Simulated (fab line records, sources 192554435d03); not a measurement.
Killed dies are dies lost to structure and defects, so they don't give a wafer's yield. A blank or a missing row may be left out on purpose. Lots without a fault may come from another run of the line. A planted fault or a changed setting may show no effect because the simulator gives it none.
A struck lot beside a sound one | flow n5_finfet | 16 steps out of a route of 1938
Sound: wafers L168.2, L168.3, L168.6. Struck: wafers L165.2, L165.4, L165.6. The cause comes at the end.
At each step with rows: each side's tool, then ch and its chambers, then its first start. Under that, the readings that differ: sound wafers | struck wafers | difference of the means | sigmas: that difference in standard deviations of wafers without a fault.
alike: readings whose means differ by less than 2 such deviations, and words and numbers that are the same on both sides. not compared: withheld readings, readings that some wafer has no value for, bounds like >300 that may hide the same value, and numbers for which the record gives no deviation and whose values overlap.
The two part at a step that has a row with sigmas, a row that says differs or no value, or rows on one side only. Numbers that don't overlap but have no deviation are shown without sigmas and don't part them. A reading that every wafer of one side lacks parts them only if that side has two wafers or more.

first, 4 steps without rows for these wafers: N5_BEOL_M7_SOFTBAKE_06 (time 60 s); N5_BEOL_M7_EXPOSE_08 (exposes mask M7); N5_BEOL_M7_PEB_09 (peb time 60 s); N5_BEOL_M7_DEVELOP_10 (develop time 30 s).
N5_BEOL_M7_CD_MEAS_11: target cd 38.5 nm.
  sound on cd_sem-02 ch 0, day 13 12:19; struck on cd_sem-01 ch 0, day 12 12:43
  alike: cd_nm
N5_BEOL_M7_OVL_MEAS_12:
  sound on overlay-02 ch 0, day 13 12:20; struck on overlay-02 ch 0, day 12 12:45
  alike: M7_OVL
N5_BEOL_M7_INSPECT_13: inspects for defects (brightfield).
  sound on defect_inspect-01, day 13 12:22; struck on defect_inspect-02, day 12 12:46
  alike: raw_defect_count
N5_BEOL_M7_DESCUM_16: chemistry O2, time 7.9 s.
  sound on rie_diel-06 ch 0,1,3, day 13 12:28; struck on rie_diel-05 ch 0,2, day 12 12:49
  alike: drypump_motor_current_A, oes_product_au, rf_vpp_V, showerhead_plenum_p_Torr, throttle_valve_pct
  not compared: rf_hours_counter_h
N5_BEOL_M7_ETCH_61: etches SiARC in CF4, target depth 45.5 nm, time 75.8 s.
  sound on rie_diel-06 ch 0,1,3, day 13 12:31; struck on rie_diel-05 ch 0,2, day 12 12:50
  alike: bias_w, drypump_motor_current_A, etch_rf_on_time_s, oes_product_au, rf_vpp_V, showerhead_plenum_p_Torr, throttle_valve_pct
  not compared: rf_hours_counter_h
N5_BEOL_M7_ETCH_62: etches SOC in N2/H2, target depth 110 nm, overetch 22 nm, time 165 s.
  sound on rie_diel-06 ch 0,1,3, day 13 12:34; struck on rie_diel-05 ch 0,2, day 12 12:54
  alike: bias_w, drypump_motor_current_A, n2_flow_sccm, oes_product_au, rf_vpp_V, showerhead_plenum_p_Torr, throttle_valve_pct
  not compared: rf_hours_counter_h
then, 1 step without rows for these wafers: N5_BEOL_M7_STRIP_68 (strips in N2/H2).
N5_BEOL_M7_STRIP_67: strips in CF4.
  sound on rie_diel-06 ch 0,1,3, day 13 12:43; struck on rie_diel-05 ch 0,2, day 12 13:03
  alike: drypump_motor_current_A, oes_product_au, rf_vpp_V, showerhead_plenum_p_Torr, throttle_valve_pct
  not compared: rf_hours_counter_h
N5_BEOL_M7_HM_OPEN_17: chemistry Cl2/BCl3, target TiN, target depth 20 nm, overetch 6 nm.
  sound on rie_metal-02 ch 0, day 13 12:47; struck on rie_metal-02 ch 0,1, day 12 13:05
  no value came back on the struck wafers for any of 6 readings (bcl3_flow_sccm (sccm), bias_w (W) and others); on the sound wafers bcl3_flow_sccm (sccm) reads 21.75 21.68 21.72
  reading                                  | sound          | struck         | difference | sigmas
  model.SOC_of_BEOL_M7_COAT_59.thk_nm (nm) | 92.4 92.2 92.2 | 99.8 99.8 99.8 | +7.5       |
  not compared: rf_hours_counter_h
N5_BEOL_M7_STRIP_19: strips in O2.
  sound on rie_diel-06 ch 0,1,3, day 13 12:58; struck on rie_diel-06 ch 0,2, day 12 13:12
  alike: drypump_motor_current_A, oes_product_au, rf_vpp_V, showerhead_plenum_p_Torr, throttle_valve_pct
  not compared: rf_hours_counter_h
N5_BEOL_M7_CD_MEAS_18: pitch 80 nm, target cd 40 nm.
  sound on cd_sem-02, day 13 13:02; struck on cd_sem-02, day 12 13:16
  reading    | sound          | struck | difference                    | sigmas
  cd_nm (nm) | 40.8 39.9 40.1 | - - -  | no value on the struck wafers |
then, 1 step without rows for these wafers: N5_BEOL_M7_COAT_63 (time 60 s, resist thk 60 nm).

WHERE THEY PART
First at N5_BEOL_M7_HM_OPEN_17; last, within this record, at N5_BEOL_M7_CD_MEAS_18.

WHY: what the simulator had put in
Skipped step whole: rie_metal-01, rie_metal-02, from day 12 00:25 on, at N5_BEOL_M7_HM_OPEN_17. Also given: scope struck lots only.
